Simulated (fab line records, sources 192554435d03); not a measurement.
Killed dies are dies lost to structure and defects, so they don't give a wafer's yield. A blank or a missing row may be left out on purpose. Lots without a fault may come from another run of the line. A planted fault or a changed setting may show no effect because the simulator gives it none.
Split-lot experiment | flow n5_finfet | 7 lots, 39 wafers read, on a route of 1938 steps

THE SPLIT
At N5_BEOL_M15_TRENCH_ETCH_34 (etches SiO2 in C4F8/O2/Ar, target depth 872.93 nm, time 199 s), the setting target_depth_a was moved away from the recipe's 8729.3 angstrom on 15 of the 39 wafers read, by -32.9% to +54.4%. The other wafers ran this setting at the recipe's value.

FROM THE SPLIT TO THE READING: what the file shows between them, 4 steps
- N5_BEOL_M15_STRIP_36: strips in O2
- N5_BEOL_M15_ECD_47: material Cu, target thk 1860 nm
- N5_BEOL_M15_ANNEAL_48: time 90 s
- N5_BEOL_M15_CMP_49: polishes, stops on SiO2, t overpolish 4.9 s, target thk 850 nm

THE READING
M15_THK, in nm, at N5_BEOL_M15_THK_MEAS_50 (measures by xrf). Fault-free wafers of this fab line usually give 866 nm, standard deviation 14 nm.

wafer  | tool, chamber at the split | target_depth_a as run, angstrom | against the recipe | M15_THK, nm | against lot-mates on the recipe
L075.2 | rie_diel-05, 0             | 8729.3                          | recipe             | 883         | -
L075.4 | rie_diel-05, 1             | 8729.3                          | recipe             | 851         | -
L075.5 | rie_diel-05, 3             | 8729.3                          | recipe             | 877         | -
L077.1 | rie_diel-02, 3             | 8729.3                          | recipe             | 860         | -
L077.2 | rie_diel-02, 1             | 8729.3                          | recipe             | 875         | -
L077.3 | rie_diel-02, 0             | 8729.3                          | recipe             | 864         | -
L077.4 | rie_diel-02, 2             | 8729.3                          | recipe             | 862         | -
L077.5 | rie_diel-02, 1             | 8729.3                          | recipe             | 875         | -
L077.6 | rie_diel-02, 0             | 8729.3                          | recipe             | 856         | -
L083.1 | rie_diel-04, 2             | 10760                           | +23.3%             | 1077        | +220
L083.2 | rie_diel-04, 3             | 8729.3                          | recipe             | 871         | -
L083.3 | rie_diel-04, 1             | 10760                           | +23.3%             | 1055        | +198
L083.4 | rie_diel-04, 0             | 8729.3                          | recipe             | 848         | -
L083.5 | rie_diel-04, 1             | 8729.3                          | recipe             | 851         | -
L083.6 | rie_diel-04, 0             | 10760                           | +23.3%             | 1057        | +200
L085.1 | rie_diel-05, 1             | 13480                           | +54.4%             | 1370        | +503
L085.2 | rie_diel-05, 2             | 13480                           | +54.4%             | 1327        | +460
L085.3 | rie_diel-05, 3             | 13480                           | +54.4%             | 1379        | +512
L085.4 | rie_diel-05, 0             | 8729.3                          | recipe             | 877         | -
L085.5 | rie_diel-05, 3             | 8729.3                          | recipe             | 879         | -
L085.6 | rie_diel-05, 2             | 8729.3                          | recipe             | 846         | -
L086.1 | rie_diel-02, 3             | 10990                           | +25.9%             | 1093        | +234
L086.2 | rie_diel-02, 1             | 10990                           | +25.9%             | 1093        | +234
L086.3 | rie_diel-02, 2             | 8729.3                          | recipe             | 852         | -
L086.4 | rie_diel-02, 3             | 10990                           | +25.9%             | 1104        | +245
L086.5 | rie_diel-02, 1             | 8729.3                          | recipe             | 868         | -
L086.6 | rie_diel-02, 2             | 8729.3                          | recipe             | 856         | -
L089.1 | rie_diel-02, 1             | 8729.3                          | recipe             | 853         | -
L089.2 | rie_diel-02, 2             | 11380                           | +30.4%             | 1121        | +265
L089.3 | rie_diel-02, 0             | 11380                           | +30.4%             | 1122        | +266
L089.4 | rie_diel-02, 1             | 11380                           | +30.4%             | 1126        | +270
L089.5 | rie_diel-02, 0             | 8729.3                          | recipe             | 868         | -
L089.6 | rie_diel-02, 2             | 8729.3                          | recipe             | 847         | -
L095.1 | rie_diel-04, 2             | 8729.3                          | recipe             | 863         | -
L095.2 | rie_diel-04, 3             | 5853                            | -32.9%             | 582         | -280
L095.3 | rie_diel-04, 0             | 8729.3                          | recipe             | 844         | -
L095.4 | rie_diel-04, 1             | 5853                            | -32.9%             | 559         | -303
L095.5 | rie_diel-04, 3             | 8729.3                          | recipe             | 878         | -
L095.6 | rie_diel-04, 0             | 5853                            | -32.9%             | 560         | -302

THE FIT
A straight line over all 39 wafers: M15_THK changes by +8.97 nm for each +1% of target_depth_a; r = +1.00; the points scatter about the line by 13 nm.
The same after taking each lot's own level away (the mean of its wafers on the recipe; 39 wafers): +8.98 nm for each +1%; r = +1.00; scatter 12 nm.
On that fit, the largest move of target_depth_a shifts the reading by 4.9e+02 nm.
The lots' own levels span 856.0 to 870.3 nm, that is 1.0 times the standard deviation above.
So the lot-to-lot level changes the slope little: the two slopes agree.
Check: with one of the wafers moved furthest among these (+54.4%) left out of the fit, the line predicts +486 nm for it against its lot-mates. It came out at +503 nm against them.

THE WHOLE CHAIN: every reading that the file lists as answering this split, in the file's order
step                       | what it does                                                   | reading                                                                          | change (the file's fit)                                                                 | r (the file's)
N5_BEOL_M15_TRENCH_ETCH_34 | etches SiO2 in C4F8/O2/Ar, target depth 872.93 nm, time 199 s  | etch.depth_nm (the simulator's own value, which no gauge read)                   | +8.66 nm for each +1% of the setting                                                    | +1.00
N5_BEOL_M15_TRENCH_ETCH_34 | etches SiO2 in C4F8/O2/Ar, target depth 872.93 nm, time 199 s  | coat_of_BEOL_M15_COAT_22.thk_nm (the simulator's own value, which no gauge read) | -1.73 nm for each +1% of the setting                                                    | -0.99
N5_BEOL_M15_CMP_49         | polishes, stops on SiO2, t overpolish 4.9 s, target thk 850 nm | Cu_of_BEOL_M15_ECD_47.thk_nm (the simulator's own value, which no gauge read)    | +8.65 nm for each +1% of the setting                                                    | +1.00
N5_BEOL_M15_THK_MEAS_50    | measures by xrf                                                | M15_THK                                                                          | +8.98 for each +1% of the setting                                                       | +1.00
N5_BEOL_M15_RS_MEAS_54     | measures by four-point-probe                                   | M15_RS                                                                           | not straight: 0.0332 at the lowest setting, 0.0218 at the recipe, 0.0138 at the highest | not given

THE FILE'S OWN FIT
M15_THK changes by +8.98 nm for each +1% of target_depth_a, r = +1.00.
